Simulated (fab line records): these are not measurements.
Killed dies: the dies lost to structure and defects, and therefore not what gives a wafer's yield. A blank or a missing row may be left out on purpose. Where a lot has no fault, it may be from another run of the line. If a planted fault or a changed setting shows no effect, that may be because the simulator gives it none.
fab line records	flow nand_harc
record: lots: 24	wafers: 72	last_day: 33
route steps=1302 shown P_STI@84 P_GATE@148 P_CONTACT@234
lots that met no fault: taken from a fault-free run of the same line
start_h: hours from the record's opening day to when the first of the lot's shown wafers began	wait_h: how many hours have passed since the lot's step before this one	" repeats the value in the row above	L1.1+2: a single row standing in for several wafers	- no value, or no start was given	* or withheld: withheld	< > ~ a bound
route shown NAME@n: NAME is a module with steps in the file, n the number in the route of the first one	usual: average and standard deviation across the fault-free wafers	same: alike in all rows	chamber/n: place in a boat	sites: readings site by site	_std_site: the standard deviation of these	_edge_site: the outer-site mean with the inner-site mean subtracted	radius_mm: for every site, how far away it sits from the centre of the wafer	mask NAME#n: copy n	behind: the last tool/chamber to shape the wafer	hold: cause of the lot's hold/its duration in hours/its outcome	device: whichever transistor did not switch (one of n, p or np)	end of line: tests run on the same wafers once the route is complete	a step without rows: its recipe alone	killed: dies that structure and defects cost at the first sort, which is not the same as the wafer's yield	map: dies across one wafer; x = killed, . = not, _ = none there
set.NAME: the setting the step ran with; set.NAME@STEP: the setting that earlier step ran with	model.NAME: the simulator's own value behind a step, which no gauge read
steps of the route over a sample of lots; a table a step, a row a wafer
services: the hour from which a tool's chamber was out of use, counted from the record's first day as start_h (under 0 if before that day), plus the number of hours and why
== steps ==
step: NHARC_P_STI_OVL_MEAS_10
usual: overlay_x_nm: -1/7	overlay_y_nm: 0/6.7
lot.wafer	tool	chamber	start_h	wait_h	overlay_x_nm	overlay_y_nm
L074.3	overlay-01	-	47.32	-	0	0
L074.5	"	-	"	"	1	0
L074.6	"	-	"	"	1	0
L075.2	overlay-01	-	56.58	-	7	0
L075.3	"	-	"	"	7	1
L075.6	"	-	"	"	8	0
L076.1	overlay-02	-	64.85	-	3	0
L076.4	"	-	"	"	3	0
L076.6	"	-	"	"	3	0
L077.1	overlay-02	-	72.99	-	-1	9
L077.3	"	-	"	"	-1	9
L077.6	"	-	"	"	-1	9
L078.3	overlay-01	-	82.81	-	13	-3
L078.4	"	-	"	"	13	-3
L078.5	"	-	"	"	13	-3
L079.3	overlay-01	-	98.52	-	-3	-7
L079.4	"	-	"	"	-3	-7
L079.6	"	-	"	"	-3	-7
L080.1	overlay-01	-	104.46	-	-11	7
L080.2	"	-	"	"	-11	8
L080.3	"	-	"	"	-12	7
L081.2	overlay-02	-	112.13	-	-6	-5
L081.3	"	-	"	"	-7	-5
L081.6	"	-	"	"	-6	-6
L082.2	overlay-02	-	124.45	-	2	7
L082.3	"	-	"	"	2	7
L082.4	"	-	"	"	2	7
L083.1	overlay-01	-	135.14	-	-3	4
L083.2	"	-	"	"	-3	3
L083.3	"	-	"	"	-3	4
L084.1	overlay-02	-	147.53	-	1	-6
L084.2	"	-	"	"	0	-7
L084.5	"	-	"	"	1	-6
L085.1	overlay-01	-	153.02	-	-4	-6
L085.3	"	-	"	"	-5	-7
L085.4	"	-	"	"	-4	-6
L086.2	overlay-01	-	162.25	-	3	3
L086.3	"	-	"	"	3	4
L086.5	"	-	"	"	2	4
L087.2	overlay-01	-	173.19	-	-5	2
L087.4	"	-	"	"	-4	2
L087.5	"	-	"	"	-6	3
L088.1	overlay-02	-	184.08	-	-7	4
L088.2	"	-	"	"	-8	4
L088.6	"	-	"	"	-7	4
L089.2	overlay-02	-	192.59	-	3	15
L089.5	"	-	"	"	3	15
L089.6	"	-	"	"	3	15
L090.2	overlay-02	-	202.94	-	10	-4
L090.5	"	-	"	"	9	-5
L090.6	"	-	"	"	9	-4
L091.1	overlay-01	-	212.65	-	2	7
L091.5	"	-	"	"	2	7
L091.6	"	-	"	"	1	7
L092.2	overlay-01	-	222.58	-	-6	-12
L092.3	"	-	"	"	-6	-12
L092.4	"	-	"	"	-6	-11
L093.1	overlay-02	-	233.11	-	-21	-1
L093.4	"	-	"	"	-22	-1
L093.6	"	-	"	"	-21	-1
L094.2	overlay-02	-	244.44	-	6	-14
L094.3	"	-	"	"	5	-13
L094.6	"	-	"	"	5	-13
L095.1	overlay-01	-	252.96	-	-4	0
L095.2	"	-	"	"	-5	0
L095.4	"	-	"	"	-5	-1
L096.1	overlay-02	-	264.42	-	2	6
L096.2	"	-	"	"	2	6
L096.6	"	-	"	"	3	5
L097.1	overlay-02	-	274.31	-	5	5
L097.2	"	-	"	"	5	5
L097.5	"	-	"	"	4	5
step: NHARC_P_STI_ETCH_15
recipe: target_depth_a: 3000	taper_deg: 4	time_s: 100.1	hbr_flow_sccm: 150	cl2_flow_sccm: 50	rf_w: 400	icp_w: 400	bias_w: 100	chemistry: HBr/Cl2
usual: drypump_motor_current_A: 5.8/0.45	oes_product_au: 1.000/0.0091	throttle_valve_pct: 26.403/0.0089
lot.wafer	tool	chamber	start_h	wait_h	drypump_motor_current_A	oes_product_au	rf_hours_counter_h	throttle_valve_pct
L074.3	rie_si-04	2	47.79	-	5.6	0.988	0.34	26.408
L074.5	"	1	"	"	5.2	0.999	-	26.397
L074.6	"	3	"	"	5.4	0.985	-	26.395
L075.2	rie_si-06	0	57.04	-	5.4	1.007	1.18	26.399
L075.3	"	2	"	"	5.9	1.002	0.83	26.404
L075.6	"	3	"	"	5.8	0.994	-	26.409
L076.1	rie_si-05	3	65.31	-	5.9	0.997	0.58	26.394
L076.4	"	1	"	"	5.9	1.002	0.62	26.414
L076.6	"	2	"	"	6.6	0.992	-	26.403
L077.1	rie_si-04	3	73.44	-	5.4	1.002	0.52	26.401
L077.3	"	0	"	"	5.2	1.003	0.46	26.403
L077.6	"	3	"	"	5.4	0.998	-	26.405
L078.4	rie_si-04	0	83.26	-	5.2	0.997	0.58	26.406
L078.3	"	2	"	"	5.6	0.991	0.56	26.399
L078.5	"	0	"	"	5.2	0.993	-	26.405
L079.3	rie_si-04	3	98.99	-	5.3	1.001	0.72	26.405
L079.4	"	0	"	"	5.2	0.993	0.69	26.397
L079.6	"	2	"	"	5.6	1.001	-	26.398
L080.3	rie_si-05	1	104.92	-	5.9	0.989	0.85	26.396
L080.2	"	2	"	"	6.6	0.986	0.82	26.408
L080.1	"	3	"	"	5.9	0.987	0.92	26.397
L081.2	rie_si-06	0	112.59	-	5.4	1.011	0.19	26.396
L081.3	"	1	"	"	5.4	0.992	0.16	26.399
L081.6	"	0	"	"	5.4	1.000	-	26.415
L082.2	rie_si-06	1	124.89	-	5.5	1.001	0.22	26.409
L082.3	"	3	"	"	5.7	1.005	0.27	26.401
L082.4	"	1	"	"	5.4	1.003	-	26.390
L083.2	rie_si-06	1	135.59	-	5.4	0.991	0.36	26.394
L083.1	"	2	"	"	6.0	1.016	0.30	26.414
L083.3	"	0	"	"	5.4	1.018	0.36	26.399
L084.2	rie_si-06	0	147.98	-	5.4	1.002	0.46	26.399
L084.1	"	3	"	"	5.8	1.002	0.50	26.393
L084.5	"	1	"	"	5.5	0.998	-	26.414
L085.3	rie_si-06	0	153.48	-	5.4	1.010	0.54	26.396
L085.1	"	1	"	"	5.5	1.006	0.56	26.410
L085.4	"	0	"	"	5.4	1.010	-	26.405
L086.2	rie_si-05	2	162.70	-	6.6	0.995	0.16	26.395
L086.3	"	1	"	"	5.8	0.997	0.14	26.416
L086.5	"	2	"	"	6.6	0.990	-	26.404
L087.2	rie_si-05	3	173.64	-	5.9	1.009	0.31	26.400
L087.4	"	0	"	"	6.5	1.003	0.24	26.403
L087.5	"	3	"	"	5.9	1.000	-	26.405
L088.2	rie_si-05	2	184.53	-	6.6	0.992	0.35	26.409
L088.1	"	3	"	"	5.9	0.995	0.44	26.415
L088.6	"	2	"	"	6.6	0.991	-	26.399
L089.2	rie_si-06	2	193.07	-	5.9	1.014	0.75	26.391
L089.6	"	0	"	"	5.4	1.005	-	26.405
L089.5	"	1	"	"	5.5	1.005	-	26.397
L090.2	rie_si-05	2	203.39	-	6.6	0.994	0.58	26.396
L090.6	"	2	"	"	6.6	0.991	-	26.422
L090.5	"	0	"	"	6.5	1.002	-	26.392
L091.1	rie_si-05	3	213.14	-	5.9	1.000	0.61	26.427
L091.6	"	0	"	"	6.5	1.012	-	26.408
L091.5	"	1	"	"	5.8	0.999	-	26.399
L092.4	rie_si-04	2	223.04	-	5.6	1.000	0.20	26.386
L092.3	"	3	"	"	5.4	0.989	0.22	26.396
L092.2	"	0	"	"	5.2	1.012	0.22	26.405
L093.1	rie_si-05	3	233.55	-	5.9	1.002	0.75	26.381
L093.4	"	1	"	"	5.9	0.994	-	26.398
L093.6	"	2	"	"	6.6	0.991	-	26.400
L094.3	rie_si-05	3	244.88	-	5.9	0.986	0.86	26.381
L094.2	"	0	"	"	6.5	0.998	0.82	26.393
L094.6	"	3	"	"	5.9	0.991	-	26.406
L095.4	rie_si-05	0	253.42	-	6.6	1.006	0.94	26.404
L095.1	"	1	"	"	5.8	0.999	0.71	26.404
L095.2	"	2	"	"	6.6	0.991	0.99	26.405
L096.1	rie_si-06	3	264.90	-	5.8	0.988	0.01	26.397
L096.2	"	0	"	"	5.4	1.000	0.01	26.415
L096.6	"	1	"	"	5.5	0.990	-	26.408
L097.2	rie_si-05	3	274.77	-	5.9	0.989	1.15	26.399
L097.1	"	1	"	"	5.8	0.997	0.83	26.413
L097.5	"	2	"	"	6.6	1.001	-	26.404
step: NHARC_P_GATE_ETCH_114
recipe: target_depth_a: 300	overetch_a: 30	time_s: 16.5	ion_energy_ev: 100	cf4_flow_sccm: 80	o2_flow_sccm: 20	ar_flow_sccm: 0	rf_w: 300	bias_w: 100	chemistry: CF4/O2
usual: drypump_motor_current_A: 5.5/0.48	oes_product_au: 0.996/0.0096	rf_vpp_V: 197.8/1.5	showerhead_plenum_p_Torr: 1.33/0.064	throttle_valve_pct: 13.397/0.009
lot.wafer	tool	chamber	start_h	wait_h	drypump_motor_current_A	oes_product_au	rf_hours_counter_h	rf_vpp_V	showerhead_plenum_p_Torr	throttle_valve_pct
L074.3	rie_diel-11	3	-	-	5.8	0.998	2.2	197.2	1.30	13.393
L074.6	"	0	"	"	4.7	0.968	-	199.6	1.38	13.390
L074.5	"	1	"	"	5.4	0.981	-	196.7	1.28	13.383
L075.3	rie_diel-12	1	-	-	6.2	0.995	0.6	196.6	1.28	13.405
L075.2	"	2	"	"	4.7	0.982	0.4	198.7	1.38	13.385
L075.6	"	0	"	"	5.6	0.990	-	199.7	1.42	13.389
L076.1	rie_diel-12	1	-	-	6.2	0.991	0.8	196.2	1.28	13.393
L076.4	"	2	"	"	4.7	0.988	0.7	199.3	1.39	13.398
L076.6	"	0	"	"	5.6	0.992	-	198.1	1.43	13.385
L077.3	rie_diel-04	3	-	-	5.2	1.000	5.3	199.8	1.44	13.407
L077.1	"	1	"	"	5.6	1.026	5.6	196.3	1.26	13.383
L077.6	"	3	"	"	5.2	1.001	-	201.5	1.44	13.397
L078.4	rie_diel-04	3	-	-	5.2	0.999	5.5	199.9	1.44	13.399
L078.3	"	0	"	"	5.2	0.995	4.8	199.5	1.36	13.408
L078.5	"	3	"	"	5.2	0.992	-	199.2	1.44	13.383
L079.3	rie_diel-11	1	-	-	5.4	1.002	5.3	196.5	1.28	13.414
L079.4	"	1	"	"	5.3	1.001	-	196.9	1.28	13.392
L079.6	"	2	"	"	6.1	1.003	-	198.3	1.37	13.401
L080.2	rie_diel-11	0	-	-	4.7	0.987	5.4	197.9	1.38	13.407
L080.1	"	1	"	"	5.3	1.000	5.4	196.5	1.28	13.415
L080.3	"	2	"	"	6.1	0.996	5.6	198.7	1.37	13.401
L081.2	rie_diel-04	1	-	-	5.5	1.007	7.3	195.3	1.26	13.386
L081.3	"	2	"	"	5.8	1.018	7.5	196.3	1.25	13.397
L081.6	"	0	"	"	5.2	1.001	-	197.7	1.36	13.403
L082.2	rie_diel-11	3	-	-	5.8	0.993	5.3	196.7	1.29	13.401
L082.4	"	1	"	"	5.3	1.002	6.1	196.7	1.28	13.379
L082.3	"	2	"	"	6.1	0.995	6.4	197.1	1.37	13.397
L083.1	rie_diel-12	2	-	-	4.7	0.992	4.2	197.8	1.38	13.407
L083.2	"	3	"	"	6.1	0.987	4.5	196.7	1.31	13.399
L083.3	"	0	"	"	5.7	0.999	4.8	200.2	1.42	13.406
L084.2	rie_diel-04	1	-	-	5.6	0.999	0.7	194.8	1.26	13.390
L084.1	"	2	"	"	5.9	1.007	0.7	196.1	1.25	13.394
L084.5	"	1	"	"	5.5	0.998	-	196.5	1.26	13.385
L085.1	rie_diel-11	1	-	-	5.3	0.999	7.0	197.3	1.28	13.392
L085.4	"	2	"	"	6.1	1.003	7.4	199.1	1.37	13.400
L085.3	"	0	"	"	4.7	0.991	7.7	199.3	1.38	13.401
L086.3	rie_diel-04	1	-	-	5.5	1.004	1.9	196.3	1.26	13.391
L086.2	"	3	"	"	5.2	0.987	2.2	200.4	1.44	13.390
L086.5	"	0	"	"	5.2	0.993	-	198.7	1.36	13.378
L087.2	rie_diel-12	1	-	-	6.2	1.003	6.1	197.8	1.28	13.371
L087.4	"	3	"	"	6.1	0.991	6.2	197.3	1.31	13.407
L087.5	"	1	"	"	6.2	1.006	-	196.3	1.28	13.403
L088.2	rie_diel-11	2	-	-	6.1	0.992	9.4	199.4	1.37	13.383
L088.1	"	3	"	"	5.8	0.990	9.4	197.8	1.29	13.394
L088.6	"	2	"	"	6.1	0.993	-	199.1	1.37	13.399
L089.2	rie_diel-04	2	-	-	5.8	1.006	3.1	197.2	1.25	13.400
L089.5	"	1	"	"	5.6	0.993	-	196.9	1.26	13.394
L089.6	"	2	"	"	5.8	1.006	-	196.8	1.25	13.388
L090.2	rie_diel-12	3	-	-	6.1	0.992	7.7	197.5	1.31	13.387
L090.5	"	2	"	"	4.7	1.007	-	198.8	1.38	13.388
L090.6	"	3	"	"	6.1	0.991	-	197.5	1.31	13.389
L091.1	rie_diel-12	3	-	-	6.1	0.992	7.9	197.4	1.31	13.395
L091.6	"	1	"	"	6.2	0.994	-	196.6	1.28	13.381
L091.5	"	2	"	"	4.8	1.010	-	198.7	1.38	13.411
L092.3	rie_diel-04	1	-	-	5.6	1.013	4.3	196.2	1.26	13.393
L092.2	"	2	"	"	5.8	1.007	3.7	196.8	1.25	13.407
L092.4	"	0	"	"	5.2	1.009	5.4	198.5	1.36	13.395
L093.1	rie_diel-04	2	-	-	5.8	1.000	3.8	196.3	1.25	13.402
L093.4	"	1	"	"	5.6	1.000	4.4	196.0	1.26	13.382
L093.6	"	3	"	"	5.2	0.996	-	200.2	1.44	13.397
L094.2	rie_diel-11	0	-	-	4.7	0.988	1.3	196.8	1.38	13.403
L094.3	"	2	"	"	6.1	1.007	2.2	197.2	1.37	13.396
L094.6	"	0	"	"	4.7	0.973	-	199.3	1.38	13.405
L095.4	rie_diel-12	1	-	-	6.2	0.998	0.9	196.7	1.28	13.403
L095.2	"	2	"	"	4.7	0.998	0.9	198.1	1.38	13.384
L095.1	"	3	"	"	6.1	0.999	1.4	196.1	1.31	13.382
L096.2	rie_diel-04	1	-	-	5.5	1.003	5.4	196.9	1.26	13.386
L096.1	"	2	"	"	5.8	1.005	4.7	196.0	1.25	13.394
L096.6	"	1	"	"	5.6	0.999	-	195.4	1.26	13.388
L097.2	rie_diel-11	1	-	-	5.3	0.991	3.9	196.8	1.28	13.408
L097.1	"	2	"	"	6.1	0.990	3.9	198.8	1.37	13.392
L097.5	"	1	"	"	5.3	0.996	-	196.4	1.28	13.391
step: NHARC_P_GATE_STRIP_111
recipe: power_w: 1500	temp_c: 110	time_s: 250	chemistry: N2/H2
usual: drypump_motor_current_A: 5.7/0.54	heater_power_w: 91/6.6
lot.wafer	tool	chamber	start_h	wait_h	drypump_motor_current_A	heater_power_w	rf_hours_counter_h
L074.3	plasma_asher-01	1	119.35	0.2	5.0	87	-
L074.6	"	1	"	"	5.0	84	-
L074.5	"	0	"	"	5.3	82	-
L075.2	plasma_asher-02	1	121.43	0.2	5.8	99	6
L075.3	"	0	"	"	6.5	97	-
L075.6	"	0	"	"	6.5	95	-
L076.1	plasma_asher-02	1	129.32	0.3	5.8	99	8
L076.4	"	1	"	"	5.8	101	-
L076.6	"	1	"	"	5.8	101	-
L077.1	plasma_asher-02	0	137.89	0.2	6.5	97	11
L077.3	"	0	"	"	6.5	97	-
L077.6	"	0	"	"	6.5	97	-
L078.3	plasma_asher-02	1	147.83	0.2	5.8	101	-
L078.4	"	0	"	"	6.5	95	-
L078.5	"	1	"	"	5.8	101	-
L079.4	plasma_asher-02	0	167.46	0.2	6.5	95	-
L079.3	"	1	"	"	5.8	97	-
L079.6	"	1	"	"	5.8	95	-
L080.1	plasma_asher-02	1	171.49	0.8	5.8	98	21
L080.2	"	0	"	"	6.5	98	21
L080.3	"	1	"	"	5.8	100	-
L081.2	plasma_asher-01	0	178.15	0.2	5.4	83	0
L081.3	"	1	"	"	5.0	87	-
L081.6	"	1	"	"	5.0	88	-
L082.2	plasma_asher-01	1	194.75	0.2	5.1	89	4
L082.3	"	0	"	"	5.4	83	-
L082.4	"	1	"	"	5.0	88	-
L083.2	plasma_asher-01	0	202.87	0.2	5.3	83	5
L083.1	"	1	"	"	5.0	88	5
L083.3	"	1	"	"	5.0	87	-
L084.2	plasma_asher-02	1	213.81	0.2	5.8	98	30
L084.1	"	0	"	"	6.5	96	30
L084.5	"	0	"	"	6.5	97	-
L085.1	plasma_asher-01	1	220.45	0.2	5.1	87	9
L085.4	"	1	"	"	5.1	86	-
L085.3	"	0	"	"	5.3	84	-
L086.2	plasma_asher-02	1	226.03	0.2	5.9	98	33
L086.3	"	0	"	"	6.5	97	-
L086.5	"	1	"	"	5.8	98	-
L087.2	plasma_asher-02	1	237.12	0.2	5.8	100	35
L087.4	"	1	"	"	5.8	96	-
L087.5	"	0	"	"	6.5	98	-
L088.2	plasma_asher-01	1	254.11	0.2	5.1	89	16
L088.1	"	0	"	"	5.3	83	16
L088.6	"	1	"	"	5.1	87	-
L089.2	plasma_asher-01	0	265.89	0.2	5.4	83	19
L089.6	"	0	"	"	5.4	80	-
L089.5	"	1	"	"	5.1	88	-
L090.2	plasma_asher-01	1	274.59	0.2	5.0	87	21
L090.6	"	0	"	"	5.3	84	-
L090.5	"	1	"	"	5.0	89	-
L091.1	plasma_asher-02	0	278.70	0.3	6.5	98	4
L091.6	"	1	"	"	5.8	98	-
L091.5	"	0	"	"	6.5	102	-
L092.2	plasma_asher-01	1	289.65	0.2	5.0	88	24
L092.4	"	1	"	"	5.0	86	-
L092.3	"	0	"	"	5.3	81	-
L093.1	plasma_asher-02	0	299.97	0.2	6.5	96	8
L093.4	"	1	"	"	5.8	97	-
L093.6	"	0	"	"	6.5	98	-
L094.2	plasma_asher-01	1	307.73	0.2	5.0	88	28
L094.3	"	0	"	"	5.4	84	-
L094.6	"	1	"	"	5.0	85	-
L095.1	plasma_asher-01	0	317.24	0.2	5.4	83	29
L095.2	"	1	"	"	5.1	85	29
L095.4	"	0	"	"	5.3	83	-
L096.2	plasma_asher-02	1	327.68	0.2	5.8	98	12
L096.1	"	0	"	"	6.5	98	12
L096.6	"	1	"	"	5.8	96	-
L097.2	plasma_asher-01	0	340.99	0.2	5.3	82	34
L097.1	"	1	"	"	5.0	87	34
L097.5	"	1	"	"	5.1	85	-
step: NHARC_P_CONTACT_INSPECT_14
usual: raw_defect_count: 3.8/2.3
lot.wafer	tool	chamber	start_h	wait_h	raw_defect_count
L074.3	defect_inspect-02	-	126.85	0.0	1
L074.5	"	-	"	"	2
L074.6	"	-	"	"	3
L075.2	defect_inspect-01	-	129.22	0.0	1
L075.3	"	-	"	"	4
L075.6	"	-	"	"	5
L076.1	defect_inspect-02	-	136.90	0.0	0
L076.4	"	-	"	"	4
L076.6	"	-	"	"	2
L077.1	defect_inspect-01	-	145.66	0.0	4
L077.3	"	-	"	"	4
L077.6	"	-	"	"	0
L078.3	defect_inspect-02	-	155.27	0.0	3
L078.4	"	-	"	"	7
L078.5	"	-	"	"	3
L079.3	defect_inspect-02	-	174.98	0.0	4
L079.4	"	-	"	"	2
L079.6	"	-	"	"	1
L080.1	defect_inspect-01	-	179.28	0.0	3
L080.2	"	-	"	"	4
L080.3	"	-	"	"	2
L081.2	defect_inspect-01	-	185.54	0.0	1
L081.3	"	-	"	"	2
L081.6	"	-	"	"	1
L082.2	defect_inspect-01	-	202.18	0.0	4
L082.3	"	-	"	"	2
L082.4	"	-	"	"	3
L083.1	defect_inspect-01	-	210.70	0.0	1
L083.2	"	-	"	"	4
L083.3	"	-	"	"	3
L084.1	defect_inspect-01	-	221.54	0.0	6
L084.2	"	-	"	"	2
L084.5	"	-	"	"	2
L085.1	defect_inspect-01	-	228.08	0.0	2
L085.3	"	-	"	"	1
L085.4	"	-	"	"	3
L086.2	defect_inspect-02	-	233.71	0.0	5
L086.3	"	-	"	"	1
L086.5	"	-	"	"	2
L087.2	defect_inspect-01	-	244.79	0.0	5
L087.4	"	-	"	"	4
L087.5	"	-	"	"	2
L088.1	defect_inspect-01	-	261.89	0.0	4
L088.2	"	-	"	"	2
L088.6	"	-	"	"	4
L089.2	defect_inspect-02	-	274.00	0.0	3
L089.5	"	-	"	"	9
L089.6	"	-	"	"	2
L090.2	defect_inspect-02	-	282.06	0.0	3
L090.5	"	-	"	"	4
L090.6	"	-	"	"	4
L091.1	defect_inspect-01	-	286.17	0.0	7
L091.5	"	-	"	"	2
L091.6	"	-	"	"	6
L092.2	defect_inspect-02	-	297.41	0.0	7
L092.3	"	-	"	"	2
L092.4	"	-	"	"	4
L093.1	defect_inspect-02	-	307.66	0.0	5
L093.4	"	-	"	"	5
L093.6	"	-	"	"	3
L094.2	defect_inspect-02	-	315.50	0.0	5
L094.3	"	-	"	"	9
L094.6	"	-	"	"	5
L095.1	defect_inspect-01	-	324.75	0.0	8
L095.2	"	-	"	"	5
L095.4	"	-	"	"	6
L096.1	defect_inspect-01	-	335.45	0.0	4
L096.2	"	-	"	"	2
L096.6	"	-	"	"	3
L097.1	defect_inspect-02	-	348.76	0.0	5
L097.2	"	-	"	"	4
L097.5	"	-	"	"	3
step: NHARC_P_CONTACT_STRIP_28
recipe: o2_flow_sccm: 500	ar_flow_sccm: 0	bias_w: 0	chemistry: O2
usual: drypump_motor_current_A: 5.8/0.37	oes_product_au: 0.999/0.0083	rf_vpp_V: 57.7/0.92	showerhead_plenum_p_Torr: 3.50/0.17	throttle_valve_pct: 17.035/0.0086
lot.wafer	tool	chamber	start_h	wait_h	drypump_motor_current_A	oes_product_au	rf_hours_counter_h	rf_vpp_V	showerhead_plenum_p_Torr	throttle_valve_pct
L074.3	rie_diel-06	3	127.90	0.1	6.0	1.009	4.5	55.5	3.37	17.033
L074.6	"	1	"	"	6.5	0.999	-	56.5	3.53	17.032
L074.5	"	3	"	"	6.0	1.001	-	57.5	3.37	17.036
L075.3	rie_diel-03	3	130.22	0.1	6.1	0.993	1.1	57.2	3.42	17.029
L075.2	"	0	"	"	5.5	1.012	1.4	56.1	3.51	17.038
L075.6	"	0	"	"	5.5	1.004	-	59.0	3.51	17.048
L076.1	rie_diel-03	2	138.04	0.1	5.9	0.988	2.0	56.8	3.30	17.031
L076.4	"	3	"	"	6.0	0.991	1.7	57.4	3.42	17.032
L076.6	"	1	"	"	5.3	1.013	-	56.4	3.33	17.037
L077.3	rie_diel-06	3	146.66	0.1	6.0	1.001	0.5	58.1	3.37	17.041
L077.1	"	1	"	"	6.5	1.010	0.3	57.9	3.53	17.040
L077.6	"	0	"	"	5.2	1.012	-	57.1	3.31	17.040
L078.3	rie_diel-03	2	156.45	0.1	5.9	0.987	2.4	57.7	3.30	17.039
L078.4	"	0	"	"	5.5	1.007	2.4	57.6	3.51	17.037
L078.5	"	1	"	"	5.3	1.009	-	57.2	3.33	17.040
L079.3	rie_diel-06	2	176.00	0.1	5.6	1.004	0.8	59.3	3.79	17.046
L079.4	"	0	"	"	5.2	0.998	1.2	58.2	3.31	17.039
L079.6	"	1	"	"	6.5	0.990	-	57.6	3.53	17.043
L080.1	rie_diel-06	0	180.29	0.1	5.2	0.998	1.2	58.6	3.31	17.033
L080.3	"	1	"	"	6.5	1.005	0.9	57.6	3.53	17.054
L080.2	"	2	"	"	5.6	1.005	0.8	58.9	3.79	17.026
L081.3	rie_diel-09	1	187.09	0.1	6.0	1.011	0.9	59.1	3.62	17.028
L081.2	"	0	"	"	6.0	1.005	1.5	58.1	3.56	17.027
L081.6	"	1	"	"	6.0	1.003	-	58.2	3.62	17.031
L082.3	rie_diel-09	3	203.19	0.1	6.0	0.983	1.6	58.2	3.65	17.039
L082.4	"	0	"	"	6.0	0.992	1.9	57.0	3.56	17.033
L082.2	"	1	"	"	6.0	1.009	1.4	59.1	3.62	17.041
L083.2	rie_diel-03	2	212.18	0.1	5.9	1.003	6.0	57.5	3.30	17.035
L083.1	"	0	"	"	5.6	0.989	6.8	56.9	3.51	17.032
L083.3	"	1	"	"	5.3	0.997	6.2	57.7	3.32	17.031
L084.2	rie_diel-03	2	222.60	0.1	5.9	0.993	6.6	57.5	3.30	17.039
L084.1	"	0	"	"	5.6	0.990	7.5	55.9	3.51	17.020
L084.5	"	1	"	"	5.3	0.998	-	57.3	3.32	17.034
L085.3	rie_diel-06	0	229.10	0.1	5.2	0.999	2.6	56.9	3.31	17.028
L085.1	"	2	"	"	5.6	1.005	1.9	58.6	3.79	17.040
L085.4	"	3	"	"	6.0	1.006	-	56.8	3.37	17.041
L086.3	rie_diel-06	2	234.86	0.1	5.6	1.005	1.9	58.2	3.79	17.042
L086.2	"	3	"	"	6.0	0.987	2.4	56.8	3.37	17.057
L086.5	"	0	"	"	5.2	1.001	-	57.9	3.31	17.041
L087.4	rie_diel-06	2	245.83	0.1	5.6	1.007	2.2	57.8	3.79	17.026
L087.2	"	3	"	"	6.0	1.003	2.7	56.4	3.37	17.043
L087.5	"	1	"	"	6.5	1.010	-	59.0	3.53	17.038
L088.1	rie_diel-09	3	262.90	0.1	6.0	0.996	3.0	58.7	3.65	17.026
L088.2	"	2	"	"	5.4	0.994	3.2	57.7	3.73	17.048
L088.6	"	3	"	"	5.9	0.985	-	57.6	3.65	17.042
L089.2	rie_diel-06	0	275.64	0.1	5.2	0.997	3.8	56.6	3.31	17.037
L089.6	"	2	"	"	5.6	0.996	-	59.3	3.79	17.035
L089.5	"	3	"	"	6.1	0.994	-	57.8	3.37	17.026
L090.2	rie_diel-06	1	283.12	0.1	6.5	0.990	3.3	58.4	3.53	17.029
L090.6	"	2	"	"	5.6	0.994	-	60.0	3.79	17.033
L090.5	"	3	"	"	6.0	1.000	-	57.7	3.37	17.039
L091.1	rie_diel-06	3	287.19	0.1	6.0	1.014	3.7	56.8	3.37	17.040
L091.5	"	2	"	"	5.6	1.013	-	59.6	3.79	17.032
L091.6	"	3	"	"	6.0	1.004	-	58.1	3.37	17.032
L092.3	rie_diel-09	3	298.41	0.1	5.9	0.994	5.0	57.5	3.65	17.040
L092.2	"	1	"	"	6.1	1.020	4.7	56.6	3.62	17.045
L092.4	"	2	"	"	5.3	1.011	4.4	59.0	3.73	17.034
L093.4	rie_diel-09	3	308.67	0.1	5.9	0.998	5.3	59.0	3.65	17.021
L093.1	"	0	"	"	6.0	1.004	5.2	57.5	3.56	17.038
L093.6	"	3	"	"	6.0	0.992	-	58.4	3.65	17.037
L094.2	rie_diel-06	2	316.52	0.1	5.6	0.994	0.0	58.5	3.79	17.038
L094.3	"	3	"	"	6.0	1.000	0.0	57.6	3.37	17.018
L094.6	"	0	"	"	5.2	0.999	-	58.5	3.31	17.033
L095.1	rie_diel-03	1	325.79	0.1	5.3	0.993	2.7	57.5	3.32	17.035
L095.2	"	2	"	"	5.9	1.005	2.8	57.6	3.29	17.047
L095.4	"	3	"	"	6.1	1.012	3.3	57.6	3.42	17.029
L096.1	rie_diel-09	0	336.45	0.1	6.0	0.992	0.3	56.7	3.56	17.035
L096.2	"	2	"	"	5.3	1.003	0.3	58.1	3.73	17.035
L096.6	"	0	"	"	6.0	0.984	-	58.3	3.56	17.031
L097.1	rie_diel-03	0	349.76	0.1	5.5	0.998	3.9	55.9	3.50	17.038
L097.2	"	1	"	"	5.3	1.013	3.5	58.2	3.32	17.022
L097.5	"	1	"	"	5.3	0.995	-	58.8	3.32	17.032
== services ==
tool	chamber	start_h	hours	kind
rie_diel-04	0	28.53	4.2	repair
plasma_asher-02	-	54.39	4.7	repair
plasma_asher-02	-	72.00	9.0	pm
rie_diel-06	0	111.69	19.0	repair
rie_diel-06	-	116.43	0.6	repair
rie_si-05	-	128.00	9.0	pm
plasma_asher-01	-	128.80	2.5	repair
rie_diel-06	-	130.20	9.0	pm
rie_diel-06	-	150.93	0.2	repair
plasma_asher-01	-	156.04	1.6	repair
plasma_asher-01	-	165.00	9.0	pm
rie_diel-04	0	176.63	23.5	repair
rie_si-05	3	193.24	8.3	repair
rie_si-05	1	195.67	8.1	repair
rie_diel-06	0	212.87	4.9	repair
rie_si-05	0	225.92	9.0	repair
rie_diel-06	1	227.76	8.0	repair
plasma_asher-02	-	249.00	9.0	pm
rie_diel-06	2	254.58	3.1	repair
rie_diel-06	1	297.69	22.5	repair
rie_si-05	-	305.00	9.0	pm
rie_diel-06	-	307.20	9.0	pm
rie_diel-06	3	318.37	5.9	repair
plasma_asher-01	-	342.00	9.0	pm
== key ==
fault none
